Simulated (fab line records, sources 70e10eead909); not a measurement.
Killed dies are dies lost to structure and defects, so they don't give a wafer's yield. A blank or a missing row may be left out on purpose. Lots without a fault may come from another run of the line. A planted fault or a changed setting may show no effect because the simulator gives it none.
A struck lot beside a sound one | flow nand_harc | 40 steps out of a route of 1159
Sound: wafers L103.2, L103.5, L103.6. Struck: wafer L108.3. (L108.1, L108.4 of the same lot were not struck and are left out.) The cause comes at the end.
At each step with rows: each side's tool, then ch and its chambers, then its first start. Under that, the readings that differ: sound wafers | struck wafers | difference of the means | sigmas: that difference in standard deviations of wafers without a fault.
alike: readings whose means differ by less than 2 such deviations, and words and numbers that are the same on both sides. not compared: withheld readings, readings that some wafer has no value for, bounds like >300 that may hide the same value, and numbers for which the record gives no deviation and whose values overlap.
The two part at a step that has a row with sigmas, a row that says differs or no value, or rows on one side only. Numbers that don't overlap but have no deviation are shown without sigmas and don't part them. A reading that every wafer of one side lacks parts them only if that side has two wafers or more.

NHARC_P_CONTACT_OVL_MEAS_13:
  sound on overlay-01, day 6 00:24; struck on overlay-01, day 6 18:29
  reading           | sound       | struck | difference | sigmas
  overlay_y_nm (nm) | 1.3 0.9 1.3 | -1.4   | -2.6       | -3
  alike: overlay_x_nm
NHARC_P_CONTACT_INSPECT_14:
  sound on defect_inspect-02, day 6 00:26; struck on defect_inspect-02, day 6 18:31
  alike: raw_defect_count
NHARC_P_CONTACT_DESCUM_17: chemistry O2, time 3 s.
  sound on rie_diel-01 ch 0,3, day 6 00:31; struck on rie_diel-09 ch 2, day 6 18:35
  reading                     | sound       | struck | difference | sigmas
  drypump_motor_current_A (A) | 6.6 6.6 4.9 | 5.1    | -0.9       | -2
  alike: o2_flow_sccm, oes_product_au, rf_vpp_V, showerhead_plenum_p_Torr, throttle_valve_pct
  not compared: rf_hours_counter_h
NHARC_P_CONTACT_ETCH_35: etches the open film in CF4, target depth 39 nm, time 65 s.
  sound on rie_diel-01 ch 1,2,3, day 6 00:36; struck on rie_diel-09 ch 0, day 6 18:40
  reading                | sound                | struck | difference | sigmas
  throttle_valve_pct (%) | 13.297 13.294 13.309 | 13.281 | -0.019     | -2
  alike: cf4_flow_sccm, drypump_motor_current_A, oes_product_au, rf_vpp_V, showerhead_plenum_p_Torr
  not compared: rf_hours_counter_h
then, 4 steps without rows for these wafers: NHARC_P_CONTACT_ETCH_36 (etches the open film in N2/H2, target depth 260 nm, time 406.25 s); NHARC_P_CONTACT_ETCH_18 (etches the open film in C4F8/O2/Ar, target depth 481 nm, time 240.5 s); NHARC_P_CONTACT_STRIP_37 (strips in C4F8/O2/Ar); NHARC_P_CONTACT_ETCH_31 (etches the open film in CH3F/O2, target depth 30 nm, time 85.7 s).
NHARC_P_CONTACT_CD_MEAS_19:
  sound on cd_sem-01, day 6 01:24; struck on cd_sem-02, day 6 19:40
  alike: cd_nm
then, 3 steps without rows for these wafers: NHARC_P_CONTACT_STRIP_28 (strips in O2); NHARC_P_CONTACT_STRIP_29 (strips in post etch residue remover, time 1200 s); NHARC_P_CONTACT_DEGAS_38 (time 60 s).
NHARC_P_CONTACT_PRE_CLEAN_39: time 19.5 s.
  sound on pvd_sputter-03, day 6 02:11; struck on pvd_sputter-01, day 6 20:26
then, 1 step without rows for these wafers: NHARC_P_CONTACT_PVD_32 (deposits Ti, target thk 5 nm, time 17.7 s).
NHARC_P_CONTACT_ALD_22: deposits TiN, target thk 3 nm, pulse time 1 s, ald cycles 150.
  sound on ald_metal-01 ch 2,3, day 6 02:22; struck on ald_metal-03 ch 1, day 6 20:39
  reading                  | sound       | struck | difference | sigmas
  heater_power_outer_w (W) | 764 762 782 | 594    | -175       | -3
  alike: heater_power_w, precursor_pulse_height_rel
then, 13 steps without rows for these wafers: NHARC_P_CONTACT_CVD_23 (deposits W, target thk 200 nm, time 557 s); NHARC_P_CONTACT_CMP_24 (polishes, t overpolish 30 s, target thk 200 nm); NHARC_P_CONTACT_SRD_26; NHARC_P_M0_DEP_00 (deposits SiOC, target thk 150 nm); NHARC_P_M0_DEHYDRATE_01 (time 120 s); NHARC_P_M0_HMDS_02 (time 30 s); NHARC_P_M0_COAT_33 (time 65 s); NHARC_P_M0_COAT_03 (resist thk 90 nm); NHARC_P_M0_SOFTBAKE_04 (time 55 s); NHARC_P_M0_EBR_05; NHARC_P_M0_EXPOSE_06 (exposes mask P M0, target cd 90 nm); NHARC_P_M0_PEB_07 (peb time 65 s); NHARC_P_M0_DEVELOP_08 (develop time 35 s).
NHARC_P_M0_CD_MEAS_09: target cd 90 nm.
  sound on cd_sem-02 ch 0, day 6 11:45; struck on cd_sem-01 ch 0, day 6 22:39
  alike: cd_nm
NHARC_P_M0_OVL_MEAS_10: pitch 180 nm.
  sound on overlay-02, day 6 11:50; struck on overlay-02, day 6 22:44
  alike: overlay_x_nm, overlay_y_nm
NHARC_P_M0_DESCUM_14: chemistry O2, time 3 s.
  sound on rie_diel-06 ch 2,3, day 6 11:56; struck on rie_diel-10 ch 2, day 6 22:50
  reading                         | sound          | struck | difference | sigmas
  drypump_motor_current_A (A)     | 6.0 5.9 6.5    | 4.9    | -1.2       | -3
  showerhead_plenum_p_Torr (Torr) | 2.05 2.05 2.05 | 1.78   | -0.27      | -2
  alike: o2_flow_sccm, oes_product_au, rf_vpp_V, throttle_valve_pct
  not compared: rf_hours_counter_h
then, 2 steps without rows for these wafers: NHARC_P_M0_ETCH_34 (etches the open film in N2/H2, target depth 40 nm, overetch 12 nm, time 43.94 s); NHARC_P_M0_ETCH_15 (etches the open film in C4F8/Ar, target depth 150 nm, overetch 15 nm, time 82.5 s).
NHARC_P_M0_CD_MEAS_16:
  sound on cd_sem-01, day 6 12:14; struck on cd_sem-02, day 6 23:08
  alike: cd_nm
then, 4 steps without rows for these wafers: NHARC_P_M0_STRIP_18 (strips in N2/H2); NHARC_P_M0_STRIP_19 (strips in post etch residue remover, time 600 s); NHARC_P_M0_DEGAS_28 (time 60 s); NHARC_P_M0_PRE_CLEAN_29 (time 30 s).
NHARC_P_M0_PVD_20: deposits TaN, target thk 5 nm, time 8.06 s.
  sound on pvd_sputter-03; struck on pvd_sputter-03
  alike: cathode_dc_power_W, throttle_valve_pct
-- the record jumps here: 14 days lie between the struck wafers' starts before and after (it left off in module P_M0 and takes up again in module END, whose first step shown is number 1159 of the route) --
NHARC_END_SORT_01:
  the record has rows for the struck wafers here (prober-01 ch 0, day 20 20:17) and none for the sound ones

WHERE THEY PART
First at NHARC_P_CONTACT_OVL_MEAS_13; last, within this record, at NHARC_END_SORT_01.

WHY: what the simulator had put in
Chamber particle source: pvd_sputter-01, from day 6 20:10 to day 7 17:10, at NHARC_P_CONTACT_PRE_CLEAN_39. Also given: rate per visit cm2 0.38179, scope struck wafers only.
